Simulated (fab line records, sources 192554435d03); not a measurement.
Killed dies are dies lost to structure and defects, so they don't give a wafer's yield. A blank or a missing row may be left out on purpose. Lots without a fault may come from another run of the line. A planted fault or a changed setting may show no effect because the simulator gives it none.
Split-lot experiment | flow n5_finfet | 7 lots, 21 wafers read, on a route of 1938 steps

THE SPLIT
At N5_HKMG_FIN_ETCH_58 (etches SOC in N2/H2, target depth 215.8 nm, time 741 s), the setting source_w was moved away from the recipe's 875 W on 4 of the 21 wafers read, by -6.8% to +17.0%. The other wafers ran this setting at the recipe's value.

The reading is taken at the split's own step.

THE READING
rf_vpp_V, in V, at N5_HKMG_FIN_ETCH_58 (etches SOC in N2/H2, target depth 215.8 nm, time 741 s). Fault-free wafers of this fab line usually give 99.0 V, standard deviation 0.94 V.

wafer  | tool, chamber at the split | source_w as run, W | against the recipe | rf_vpp_V, V | against lot-mates on the recipe
L077.3 | rie_diel-05, 2             | 1024               | +17.0%             | 95.4        | -4.0
L077.5 | rie_diel-05, 2             | 875                | recipe             | 99.6        | -
L077.6 | rie_diel-05, 1             | 875                | recipe             | 99.2        | -
L079.1 | rie_diel-05, 2             | 815.1              | -6.8%              | 102.0       | +3.2
L079.2 | rie_diel-05, 1             | 875                | recipe             | 99.0        | -
L079.4 | rie_diel-05, 0             | 875                | recipe             | 98.7        | -
L084.2 | rie_diel-01, 0             | 875                | recipe             | 98.6        | -
L084.4 | rie_diel-01, 0             | 875                | recipe             | 98.9        | -
L084.6 | rie_diel-01, 3             | 875                | recipe             | 99.4        | -
L087.1 | rie_diel-02, 0             | 953.4              | +9.0%              | 95.2        | -2.7
L087.4 | rie_diel-02, 3             | 875                | recipe             | 97.9        | -
L087.6 | rie_diel-02, 0             | 953.4              | +9.0%              | 96.5        | -1.4
L089.1 | rie_diel-05, 0             | 875                | recipe             | 99.0        | -
L089.4 | rie_diel-05, 3             | 875                | recipe             | 100.6       | -
L089.5 | rie_diel-05, 1             | 875                | recipe             | 98.2        | -
L091.3 | rie_diel-02, 1             | 875                | recipe             | 98.1        | -
L091.4 | rie_diel-02, 0             | 875                | recipe             | 99.0        | -
L091.6 | rie_diel-02, 1             | 875                | recipe             | 98.3        | -
L097.2 | rie_diel-05, 2             | 875                | recipe             | 98.4        | -
L097.4 | rie_diel-05, 0             | 875                | recipe             | 98.0        | -
L097.6 | rie_diel-05, 3             | 875                | recipe             | 99.0        | -

THE FIT
A straight line over all 21 wafers: rf_vpp_V changes by -0.272 V for each +1% of source_w; r = -0.86; the points scatter about the line by 0.79 V.
The same after taking each lot's own level away (the mean of its wafers on the recipe; 21 wafers): -0.261 V for each +1%; r = -0.90; scatter 0.62 V.
On that fit, the largest move of source_w shifts the reading by 4.4 V.
The lots' own levels span 97.90 to 99.40 V, that is 1.6 times the standard deviation above.
So the lot-to-lot level changes the slope little: the two slopes agree.
Check: with one of the wafers moved furthest among these (+17.0%) left out of the fit, the line predicts -4.78 V for it against its lot-mates. It came out at -4 V against them.
Tool readings at the split's step, against how far the setting was moved: rf_vpp_V r = -0.86.

OTHER SPLITS ON THESE WAFERS
These wafers also went through other splits before the reading. Each is held against what the fit with the lots' levels taken away leaves over:
other split on the same wafers       | wafers away from the commonest value | r with rf_vpp_V (lot level and that fit taken away)
N5_WELL_APT_COAT_02 spin_rpm         | 8                                    | +0.10
N5_FIN_SAQP_HM_DEP_03 time_s         | 4                                    | +0.19
N5_FIN_SAQP_COAT_10 spin_rpm         | 7                                    | -0.25
N5_SD_EPI_N_ETCH_16 target_depth_a   | 6                                    | +0.34
N5_SD_EPI_N_EPI_21 epi_growth_time_s | 6                                    | +0.38
N5_ILD0_ALD_15 ald_cycles            | 5                                    | -0.39

THE FILE'S OWN FIT
rf_vpp_V changes by -0.263 V for each +1% of source_w, r = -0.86.
